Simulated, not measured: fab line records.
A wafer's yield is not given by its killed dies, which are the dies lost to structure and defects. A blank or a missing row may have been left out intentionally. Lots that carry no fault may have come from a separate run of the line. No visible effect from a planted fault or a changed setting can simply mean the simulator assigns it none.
fab line records	flow n5_finfet	part 1 of 2: steps 1 to 39 of 41
[record] lots = 5	wafers = 14	last_day = 18
route steps=1938 shown MOL_CONTACT_COAG@626 BEOL_M0_SAQP@632 BEOL_M4@1111 PASSIVATION@1936
lots untouched by any fault: they come from a run of this same line in which no faults occurred
start_h: hours from the record's opening day to when the first of the lot's shown wafers began	wait_h: time in hours since the lot's previous step	" same as the row above	L1.1+2: one row covering several wafers at once	- no value, or no start given	* or withheld: withheld	< > ~ a bound
route shown NAME@n: a module of which the file shows steps, and the number in the route of the first	usual: average and standard deviation across the fault-free wafers	same: alike in all rows	chamber/n: place in a boat	sites: readings site by site	_std_site: the standard deviation of these	_edge_site: inner sites' mean taken away from outer sites' mean	radius_mm: how far each site lies from the wafer's centre	mask NAME#n: copy n	behind: the most recent tool/chamber to have shaped the wafer	hold: what put the lot on hold/how long, in hours/how the hold closed	device: transistor that didn't switch, given as n, p or np	end of line: the route-end tests of the same wafers	a step without rows: its recipe alone	killed: at the first sort, the dies lost to defects and structure; wafer yield is something else	map: a wafer's dies, x killed, . not, _ none there
set.NAME: the setting the step ran with; set.NAME@STEP: the setting that earlier step ran with	model.NAME: the simulator's own value behind a step, which no gauge read
a table for each step, a row for each wafer; lots at some steps of the route
services: from which hour (start_h, from the record's first day; less than 0 if before it) a tool's chamber was out of use, for how many hours, and why
[[steps]]
[step N5_MOL_CONTACT_COAG_SRD_128]
[recipe] dry_time_s = 32	dry = n2_spin	spin_rpm = 1500
[step N5_MOL_CONTACT_COAG_CMP_52]
[recipe] stop_on = SiO2	t_overpolish_s = 1.5	post_cmp_clean = w_dilute_nh4oh	down_force_psi = 4	platen_rpm = 50.289	pad_velocity_m_s = 1.0006	target_thk_nm = 66.5
[step N5_MOL_CONTACT_COAG_THK_MEAS_53]
[recipe] reads = SiO2_of_MOL_CONTACT_COAG_PECVD_31
[usual] VIA_MOL_THK = 44.0/0.76
lot.wafer	tool	chamber	start_h	wait_h	VIA_MOL_THK[nm]
L946.1	film_metro-01	-	101.89	-	43.1
L946.2	"	-	"	"	44.1
L946.5	"	-	"	"	43.7
L951.2	film_metro-02	-	132.85	-	43.8
L951.3	"	-	"	"	43.3
L951.5	"	-	"	"	45.4
L955.2	film_metro-01	-	160.65	-	42.8
L955.3	"	-	"	"	43.2
L955.5	"	-	"	"	44.0
L960.2	film_metro-02	-	193.86	-	43.7
L960.3	"	-	"	"	44.1
L960.6	"	-	"	"	44.6
L969.1	film_metro-01	-	243.62	-	43.6
L969.4	"	-	"	"	43.4
[step N5_MOL_CONTACT_COAG_ANNEAL_112]
[recipe] temp_c = 400	time_s = 1800	ambient = HPD2	pressure_atm = 10
[usual] wafer_temp_C_max = 401.9/0.37
lot.wafer	tool	chamber	start_h	wait_h	wafer_temp_C_max
L946.1	hp_anneal-01	0	101.92	0.0	401.6
L946.2	"	0	"	"	401.9
L946.5	"	0	"	"	401.8
L951.2	hp_anneal-01	0	132.95	0.1	401.9
L951.3	"	0	"	"	401.5
L951.5	"	0	"	"	401.1
L955.2	hp_anneal-01	0	160.68	0.0	401.8
L955.3	"	0	"	"	402.1
L955.5	"	0	"	"	401.4
L960.2	hp_anneal-01	0	193.89	0.0	401.7
L960.3	"	0	"	"	402.5
L960.6	"	0	"	"	401.6
L969.1	hp_anneal-01	0	243.65	0.0	401.4
L969.4	"	0	"	"	401.8
[step N5_MOL_CONTACT_COAG_INSPECT_97]
[recipe] inspect_instrument = darkfield	mode = post_anneal
[usual] raw_defect_count = 45/18
lot.wafer	tool	chamber	start_h	wait_h	raw_defect_count
L946.1	defect_inspect-01	-	104.96	0.0	40
L946.2	"	-	"	"	52
L946.5	"	-	"	"	44
L951.2	defect_inspect-01	-	136.00	0.0	38
L951.3	"	-	"	"	18
L951.5	"	-	"	"	16
L955.2	defect_inspect-01	-	163.72	0.0	62
L955.3	"	-	"	"	37
L955.5	"	-	"	"	35
L960.2	defect_inspect-02	-	196.94	0.1	65
L960.3	"	-	"	"	84
L960.6	"	-	"	"	42
L969.1	defect_inspect-02	-	246.68	0.0	32
L969.4	"	-	"	"	43
[step N5_BEOL_M0_SAQP_PECVD_00]
[recipe] material = SiCN	target_thk_a = 80	temp_c = withheld	precursor = 3MS/NH3	pressure_torr = 3	rf_w = 202	time_s = 14
[step N5_BEOL_M0_SAQP_ILD_DEP_01]
[recipe] material = SiOC	target_thk_a = 454.19	temp_c = 350	precursor = DEMS/O2	pressure_torr = 5	rf_w = 500	time_s = 8.7
[usual] heater_power_w = 476/78	showerhead_plenum_p_Torr = 5.689/0.016	throttle_valve_pct = 12.1/1.3
lot.wafer	tool	chamber	start_h	wait_h	heater_power_w	showerhead_plenum_p_Torr	throttle_valve_pct
L946.1	pecvd-03	0	105.32	0.0	483	5.688	14.6
L946.2	"	2	"	"	561	5.675	10.9
L946.5	"	2	"	"	579	5.679	10.8
L951.2	pecvd-03	0	136.35	0.0	515	5.696	14.4
L951.3	"	2	"	"	485	5.684	10.7
L951.5	"	2	"	"	479	5.692	11.1
L955.2	pecvd-02	1	164.06	0.0	528	5.704	11.9
L955.3	"	0	"	"	328	5.723	11.0
L955.5	"	2	"	"	543	5.714	11.1
L960.2	pecvd-03	1	197.28	0.0	398	5.649	12.5
L960.3	"	0	"	"	539	5.690	14.7
L960.6	"	2	"	"	505	5.694	10.8
L969.1	pecvd-04	2	247.04	0.0	610	5.683	11.7
L969.4	"	2	"	"	586	5.673	11.3
[step N5_BEOL_M0_SAQP_HM_DEP_02]
[recipe] material = TiN	target_thk_a = 120	temp_c = 25	chamber_pressure_pa = 0.49996
[step N5_BEOL_M0_SAQP_PECVD_03]
[recipe] material = SiCN	target_thk_a = 120	temp_c = withheld	precursor = 3MS/NH3	pressure_torr = 3	rf_w = 202	time_s = 21.1
[usual] showerhead_plenum_p_Torr = 3.659/0.012	throttle_valve_pct = 9.0/0.68
lot.wafer	tool	chamber	start_h	wait_h	showerhead_plenum_p_Torr	throttle_valve_pct
L946.1	pecvd-03	1	107.51	0.1	3.636	9.5
L946.2	"	0	"	"	3.660	11.1
L946.5	"	2	"	"	3.653	8.0
L951.2	pecvd-03	0	136.78	0.1	3.664	11.1
L951.3	"	0	"	"	3.666	10.9
L951.5	"	0	"	"	3.658	10.9
L955.2	pecvd-04	1	167.99	0.1	3.670	9.2
L955.3	"	0	"	"	3.659	9.0
L955.5	"	0	"	"	3.663	8.5
L960.2	pecvd-04	1	199.71	0.1	3.661	9.0
L960.3	"	2	"	"	3.644	9.7
L960.6	"	2	"	"	3.648	9.4
L969.1	pecvd-04	2	249.13	0.1	3.637	8.9
L969.4	"	2	"	"	3.643	8.8
[step N5_BEOL_M0_SAQP_PECVD_96]
[recipe] material = a-Si	target_thk_a = 450	temp_c = 350	precursor = SiH4/He	pressure_torr = 3	rf_w = 100	time_s = 45.2
[step N5_BEOL_M0_SAQP_PECVD_97]
[recipe] material = SiNx	target_thk_a = 230	temp_c = 350	precursor = SiH4/NH3/N2	pressure_torr = 1.5	rf_w = 300	time_s = 19.9
[usual] heater_power_w = 555/88	showerhead_plenum_p_Torr = 5.11/0.058	throttle_valve_pct = 40/3.1
lot.wafer	tool	chamber	start_h	wait_h	heater_power_w	showerhead_plenum_p_Torr	throttle_valve_pct
L946.1	pecvd-03	1	107.59	0.0	464	5.00	41
L946.2	"	0	"	"	591	5.11	49
L946.5	"	2	"	"	518	5.07	36
L951.2	pecvd-03	0	136.90	0.0	600	5.11	49
L951.3	"	0	"	"	609	5.10	49
L951.5	"	0	"	"	618	5.11	49
L955.2	pecvd-04	1	168.07	0.0	476	5.15	40
L955.3	"	0	"	"	495	5.10	39
L955.5	"	0	"	"	485	5.11	40
L960.2	pecvd-04	1	199.79	0.0	471	5.15	40
L960.3	"	2	"	"	715	5.04	42
L960.6	"	2	"	"	710	5.03	42
L969.1	pecvd-04	2	249.21	0.0	639	5.01	39
L969.4	"	2	"	"	662	5.00	39
[step N5_BEOL_M0_SAQP_PECVD_04]
[recipe] material = a-Si	target_thk_a = 600	temp_c = 350	precursor = SiH4/He	pressure_torr = 3	rf_w = 100	time_s = 60.2
[usual] heater_power_w = 616/86	showerhead_plenum_p_Torr = 5.64/0.043	throttle_valve_pct = 18.0/1.4
lot.wafer	tool	chamber	start_h	wait_h	heater_power_w	showerhead_plenum_p_Torr	throttle_valve_pct	model.a-Si_of_BEOL_M0_SAQP_PECVD_04.thk_nm
L946.1	pecvd-03	1	107.63	0.0	563	5.56	18.7	58.8
L946.2	"	0	"	"	663	5.65	22.2	59.6
L946.5	"	2	"	"	703	5.62	16.2	60
L951.2	pecvd-03	0	136.95	0.0	600	5.65	22.5	59.2
L951.3	"	0	"	"	610	5.64	22.2	60.2
L951.5	"	0	"	"	602	5.63	22.3	59.8
L955.2	pecvd-04	1	168.11	0.0	582	5.67	18.4	59.4
L955.3	"	0	"	"	593	5.64	18.2	59.6
L955.5	"	0	"	"	599	5.65	18.0	60.4
L960.2	pecvd-04	1	199.83	0.0	489	5.68	18.2	58.2
L960.3	"	2	"	"	790	5.59	19.0	59.8
L960.6	"	2	"	"	812	5.58	18.9	61
L969.1	pecvd-04	2	249.25	0.0	703	5.56	17.4	57
L969.4	"	2	"	"	722	5.57	18.0	60.2
[step N5_BEOL_M0_SAQP_THK_MEAS_05]
[usual] thk_nm = 59.4/0.77
lot.wafer	tool	chamber	start_h	wait_h	thk_nm
L946.1	film_metro-01	-	107.72	0.1	58.8
L946.2	"	-	"	"	59.6
L946.5	"	-	"	"	59.9
L951.2	film_metro-01	-	137.08	0.1	59.2
L951.3	"	-	"	"	60.3
L951.5	"	-	"	"	59.8
L955.2	film_metro-02	-	168.21	0.1	59.4
L955.3	"	-	"	"	59.6
L955.5	"	-	"	"	60.4
L960.2	film_metro-02	-	199.93	0.1	58.1
L960.3	"	-	"	"	59.8
L960.6	"	-	"	"	61.0
L969.1	film_metro-02	-	249.34	0.1	57.0
L969.4	"	-	"	"	60.1
[step N5_BEOL_M0_SAQP_HM_DEP_111]
[recipe] material = SiO2	target_thk_a = 120	temp_c = 400	precursor = SiH4/N2O	pressure_torr = 0.75	rf_w = 275	time_s = 7.2
[step N5_BEOL_M0_SAQP_COAT_81]
[recipe] resist = SOC	temp_c = 250	time_s = 60	spin_rpm = 1500	resist_thk_nm = 100
[step N5_BEOL_M0_SAQP_COAT_82]
[recipe] resist = SiARC	temp_c = 220	time_s = 60	spin_rpm = 1500	resist_thk_nm = 30
[step N5_BEOL_M0_SAQP_COAT_08]
[recipe] resist = CAR-ArF	spin_rpm = 1500	resist_thk_nm = 90
[step N5_BEOL_M0_SAQP_EBR_10]
[recipe] solvent = PGMEA	ebr_width_mm = 1.5
[step N5_BEOL_M0_SAQP_SOFTBAKE_09]
[recipe] temp_c = 110	time_s = 60	resist = CAR-ArF
[step N5_BEOL_M0_SAQP_EXPOSE_11]
[recipe] mask_id = M0_CORE	na = 1.35	source_shape = dipole	sigma_inner = 0.538	sigma_outer = 0.738	polarization = te	target_cd_nm = 42	dose_mj = 55
[step N5_BEOL_M0_SAQP_PEB_12]
[recipe] peb_temp_c = withheld	peb_time_s = 60	resist = CAR-ArF
[step N5_BEOL_M0_SAQP_DEVELOP_13]
[recipe] develop_time_s = 30	developer = TMAH	resist = CAR-ArF	dev_temp_c = 23	rinse_liquid = diw	dry = air_spin
[step N5_BEOL_M0_SAQP_CD_MEAS_14]
[recipe] target_cd_nm = 42.5	landing_energy_ev = 500	detector = se_inlens
[usual] cd_nm = 42.3/0.41
lot.wafer	tool	chamber	start_h	wait_h	cd_nm
L946.1	cd_sem-03	0	108.08	-	42.6
L946.2	"	0	"	"	42.9
L946.5	"	0	"	"	43.1
L951.2	cd_sem-01	0	137.59	-	42.0
L951.3	"	0	"	"	42.1
L951.5	"	0	"	"	41.9
L955.2	cd_sem-03	0	168.69	-	42.2
L955.3	"	0	"	"	41.8
L955.5	"	0	"	"	42.5
L960.2	cd_sem-01	0	200.41	-	42.1
L960.3	"	0	"	"	42.4
L960.6	"	0	"	"	42.8
L969.1	cd_sem-02	0	249.70	-	41.9
L969.4	"	0	"	"	42.2
[step N5_BEOL_M0_SAQP_OVL_MEAS_15]
[recipe] points_per_wafer = 44
[usual] M0_CORE_OVL = -0.4/0.77
lot.wafer	tool	chamber	start_h	wait_h	M0_CORE_OVL[nm]
L946.1	overlay-01	0	108.11	0.0	0.1
L946.2	"	0	"	"	-1.2
L946.5	"	0	"	"	0.2
L951.2	overlay-01	0	137.62	0.0	-1.2
L951.3	"	0	"	"	-1.3
L951.5	"	0	"	"	-0.5
L955.2	overlay-02	0	168.72	0.0	-0.8
L955.3	"	0	"	"	-1.0
L955.5	"	0	"	"	-1.4
L960.2	overlay-02	0	200.44	0.0	0.9
L960.3	"	0	"	"	0.1
L960.6	"	0	"	"	1.7
L969.1	overlay-01	0	249.73	0.0	-1.3
L969.4	"	0	"	"	-2.1
[step N5_BEOL_M0_SAQP_INSPECT_16]
[recipe] mode = adi	inspect_instrument = brightfield
[usual] raw_defect_count = 548/150
lot.wafer	tool	chamber	start_h	wait_h	raw_defect_count
L946.1	defect_inspect-01	-	108.14	0.0	474
L946.2	"	-	"	"	667
L946.5	"	-	"	"	756
L951.2	defect_inspect-01	-	137.64	0.0	290
L951.3	"	-	"	"	519
L951.5	"	-	"	"	576
L955.2	defect_inspect-01	-	168.74	0.0	532
L955.3	"	-	"	"	545
L955.5	"	-	"	"	927
L960.2	defect_inspect-01	-	200.47	0.0	614
L960.3	"	-	"	"	485
L960.6	"	-	"	"	821
L969.1	defect_inspect-02	-	249.75	0.0	420
L969.4	"	-	"	"	339
[step N5_BEOL_M0_SAQP_DESCUM_19]
[recipe] chemistry = O2	time_s = 7.9	source_power_w = 50	bias_power_w = 20	pressure_mtorr = 20	rf_frequency_hz = 2.712e+07	temp_c = 40	resist = CAR-ArF	o2_flow_sccm = 225
[step N5_BEOL_M0_SAQP_ETCH_83]
[recipe] chemistry = CF4	target = SiARC	target_depth_a = 390	mask_material = CAR-ArF	time_s = 65	ion_energy_ev = 80	pressure_mtorr = 40	source_w = 545	bias_w = 36	Ar_flow_sccm = 100	cf4_flow_sccm = 100	ends = cleared
[step N5_BEOL_M0_SAQP_ETCH_84]
[recipe] chemistry = N2/H2	target = SOC	target_depth_a = 1000	overetch_a = 200	mask_material = SiARC	temp_c = 40	time_s = 150	ion_energy_ev = 200	pressure_mtorr = 30	source_w = 840	bias_w = 150	n2_flow_sccm = 200	h2_flow_sccm = 200
[step N5_BEOL_M0_SAQP_STRIP_80]
[recipe] chemistry = N2/H2	temp_c = 40	n2_flow_sccm = 200	h2_flow_sccm = 200	rf_frequency_hz = 6e+07
[step N5_BEOL_M0_SAQP_HM_OPEN_112]
[recipe] chemistry = CHF3/O2	target = SiO2	stop_on = a-Si	target_depth_a = 120	over_etch_frac = 1.25	mask_material = SOC	time_s = 13.5	pressure_mtorr = 30	source_w = 650	bias_w = 170	Ar_flow_sccm = 200	CHF3_flow_sccm = 50	O2_flow_sccm = 5	ion_energy_ev = 200	ends = end_point
[step N5_BEOL_M0_SAQP_STRIP_113]
[recipe] chemistry = CHF3/O2	resist = SiARC	rf_frequency_hz = 6e+07
[step N5_BEOL_M0_SAQP_MANDREL_ETCH_20]
[recipe] target_depth_a = 600	chemistry = HBr/Cl2	target = a-Si	stop_on = SiNx	bt_time_s = 10	mask_material = SOC	over_etch_frac = 0.5	time_s = 30	pressure_mtorr = 10	icp_w = 800	bias_w = 75	HBr_flow_sccm = 150	Cl2_flow_sccm = 80	ends = end_point
[usual] bias_w = 74.99/0.21	chamber_pressure_mTorr = 10.000/0.0096	drypump_motor_current_A = 5.8/0.49	oes_product_au = 0.769/0.011	throttle_valve_pct = 35.6/0.58
lot.wafer	tool	chamber	start_h	wait_h	bias_w	chamber_pressure_mTorr	drypump_motor_current_A	oes_product_au	rf_hours_counter_h	throttle_valve_pct	model.etch.depth_nm
L946.1	rie_si-03	3	108.44	0.0	75.03	10.002	4.9	0.764	4	34.8	58.74
L946.2	"	1	"	"	74.91	10.000	5.8	0.771	141	35.0	59.56
L946.5	"	0	"	"	75.09	10.010	6.4	0.785	-	35.6	59.9
L951.2	rie_si-03	0	138.07	0.0	75.24	10.000	6.4	0.773	43	35.6	59.17
L951.3	"	2	"	"	74.89	9.998	6.2	0.785	83	36.5	60.27
L951.5	"	1	"	"	75.09	9.993	5.8	0.763	-	35.0	59.78
L955.2	rie_si-04	1	169.05	0.0	74.88	10.013	6.1	0.782	73	35.9	59.41
L955.3	"	0	"	"	75.16	10.019	6.4	0.772	168	35.4	59.62
L955.5	"	0	"	"	74.83	9.996	6.4	0.770	-	35.4	60.35
L960.2	rie_si-03	3	202.28	0.0	75.31	9.990	4.9	0.750	5	34.8	58.13
L960.3	"	1	"	"	75.06	10.000	5.8	0.760	143	35.0	59.68
L960.6	"	2	"	"	75.09	10.010	6.1	0.789	-	36.5	60.98
L969.1	rie_si-04	3	251.12	0.0	75.15	10.003	5.5	0.732	94	35.0	56.92
L969.4	"	2	"	"	75.15	9.986	5.4	0.763	41	36.5	60.12
[step N5_BEOL_M0_SAQP_STRIP_86]
[recipe] chemistry = N2/H2	power_w = 500	temp_c = 40	pressure_mtorr = 50	rf_frequency_hz = 6e+07	overash_fraction = 0.3	bias_power_w = 28	h2_frac = 0.5	n2_flow_sccm = 300	h2_flow_sccm = 300
[step N5_BEOL_M0_SAQP_STRIP_115]
[recipe] chemistry = post_etch_residue_remover	time_s = 60	temp_c = 25	remover_ph = withheld	remover_water_wt_pct = withheld	remover_fluoride_wt_pct = withheld
[step N5_BEOL_M0_SAQP_SRD_93]
[recipe] dry = ipa_marangoni	time_s = 30	temp_c = 23	rinse_liquid = diw
[step N5_BEOL_M0_SAQP_RECESS_114]
[recipe] chemistry = HF/NH3	target = SiO2	target_depth_a = 144	afs_cycles = 3	temp_c = 30	sublimation_temp_c = 180	sublimation_time_s = 60
[usual] drypump_motor_current_A = 5.4/0.51
lot.wafer	tool	chamber	start_h	wait_h	drypump_motor_current_A
L946.1	vapor_etch-02	0	108.77	0.1	5.8
L946.2	"	1	"	"	5.3
L946.5	"	0	"	"	5.8
L951.2	vapor_etch-01	1	138.54	0.2	5.9
L951.3	"	1	"	"	6.0
L951.5	"	1	"	"	6.0
L955.2	vapor_etch-02	1	169.28	0.0	5.3
L955.3	"	1	"	"	5.3
L955.5	"	1	"	"	5.3
L960.2	vapor_etch-02	0	202.80	0.0	5.8
L960.3	"	0	"	"	5.8
L960.6	"	1	"	"	5.3
L969.1	vapor_etch-02	0	251.48	0.0	5.8
L969.4	"	0	"	"	5.8
[step N5_BEOL_M0_SAQP_SPACER1_ALD_98]
[recipe] material = SiO2	target_thk_a = 128	temp_c = 300	ald_precursor_family = BDEAS	ald_co_reactant = O2-plasma	pulse_time_s = 1	purge_time_s = 2	co_reactant_purge_time_s = 2	ald_cycles = 138	pressure_torr = 2
[step N5_BEOL_M0_SAQP_SPACER1_ETCHBACK_99]
[recipe] chemistry = CHF3/O2	mode = anisotropic_etchback	target = SiO2	target_depth_a = 154	time_s = 7.7	pressure_mtorr = 30	source_w = 650	bias_w = 170	Ar_flow_sccm = 200	CHF3_flow_sccm = 50	O2_flow_sccm = 5	ion_energy_ev = 200
[usual] bias_w = 170.0/0.5	chamber_pressure_mTorr = 30.003/0.029	drypump_motor_current_A = 5.6/0.42	oes_product_au = 0.79/0.086	rf_vpp_V = 529/23	showerhead_plenum_p_Torr = 2.40/0.07	throttle_valve_pct = 18.93/0.21
lot.wafer	tool	chamber	start_h	wait_h	bias_w	chamber_pressure_mTorr	drypump_motor_current_A	oes_product_au	rf_hours_counter_h	rf_vpp_V	showerhead_plenum_p_Torr	throttle_valve_pct	model.a-Si_of_BEOL_M0_SAQP_PECVD_04.thk_nm
L946.1	rie_diel-04	0	109.68	0.3	169.8	29.989	5.9	0.73	163	506	2.39	19.04	58.2
L946.2	"	3	"	"	170.6	29.952	5.2	0.90	21	506	2.35	18.72	59
L946.5	"	1	"	"	169.8	30.021	5.3	0.74	-	510	2.40	18.88	59.2
L951.2	rie_diel-03	2	139.40	0.3	170.1	29.952	5.3	0.66	243	529	2.38	18.93	58.6
L951.3	"	0	"	"	170.4	29.977	5.1	0.72	184	564	2.42	19.08	59.6
L951.5	"	1	"	"	169.4	30.004	5.4	0.93	-	567	2.57	18.93	59.2
L955.2	rie_diel-06	0	170.39	0.3	170.0	29.978	5.2	0.84	66	521	2.33	18.65	58.8
L955.3	"	3	"	"	170.5	30.058	6.2	0.89	30	532	2.47	18.79	59
L955.5	"	1	"	"	169.6	29.996	5.7	0.76	-	562	2.38	18.98	59.8
L960.2	rie_diel-03	2	203.71	0.3	170.1	30.063	5.3	0.92	11	528	2.37	18.49	57.6
L960.3	"	0	"	"	170.6	30.000	5.1	0.71	206	563	2.41	19.11	59
L960.6	"	3	"	"	170.1	29.960	6.4	0.88	-	516	2.46	19.12	60.4
L969.1	rie_diel-06	2	252.42	0.3	170.2	30.016	6.1	0.67	243	514	2.36	19.07	56.4
L969.4	"	1	"	"	170.4	29.935	5.7	0.72	198	562	2.37	19.03	59.4
[step N5_BEOL_M0_SAQP_MANDREL1_REMOVE_100]
[recipe] chemistry = HBr/Cl2/O2	bt_time_s = 10	target = a-Si	stop_on = SiNx	endpoint = OES-SiCl	over_etch_frac = 0.85	icp_w = 600	bias_w = 30	HBr_flow_sccm = 150	Cl2_flow_sccm = 80	O2_flow_sccm = 5	pressure_mtorr = 10
[[key]]
[first_sign] step = N5_BEOL_M0_SAQP_THK_MEAS_05	reading = thk_nm	direction = down	sigmas = 3.1	usual = *	struck = *
effect none on later readings
[model_effect] step = N5_BEOL_M0_SAQP_PECVD_04	value = a-Si_of_BEOL_M0_SAQP_PECVD_04.thk_nm	without = 58.8	struck = 57
[model_effect] step = N5_BEOL_M0_SAQP_MANDREL_ETCH_20	value = etch.depth_nm	without = 58.82	struck = 56.92
[model_effect] step = N5_BEOL_M0_SAQP_SPACER1_ETCHBACK_99	value = a-Si_of_BEOL_M0_SAQP_PECVD_04.thk_nm	without = 58.2	struck = 56.4
met_at N5_BEOL_M0_SAQP_PECVD_04
struck_wafers L969.1
[baseline_loss] step = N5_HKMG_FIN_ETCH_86	wafers = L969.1
onset_between 199.83 249.25
[fault] kind = process_parameter_drift	tool = pecvd-04	chamber = -	onset_h = 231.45	steps = N5_BEOL_M0_SAQP_PECVD_04	channel = time_s	offset = *	shape = step	end_h = 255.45	scope = struck_wafers_only	acts_in = *	stated = *
// baseline_loss: these wafers lose ten dies or more at that step, a loss of the line's own and not of a fault; the sort's usual values leave them out
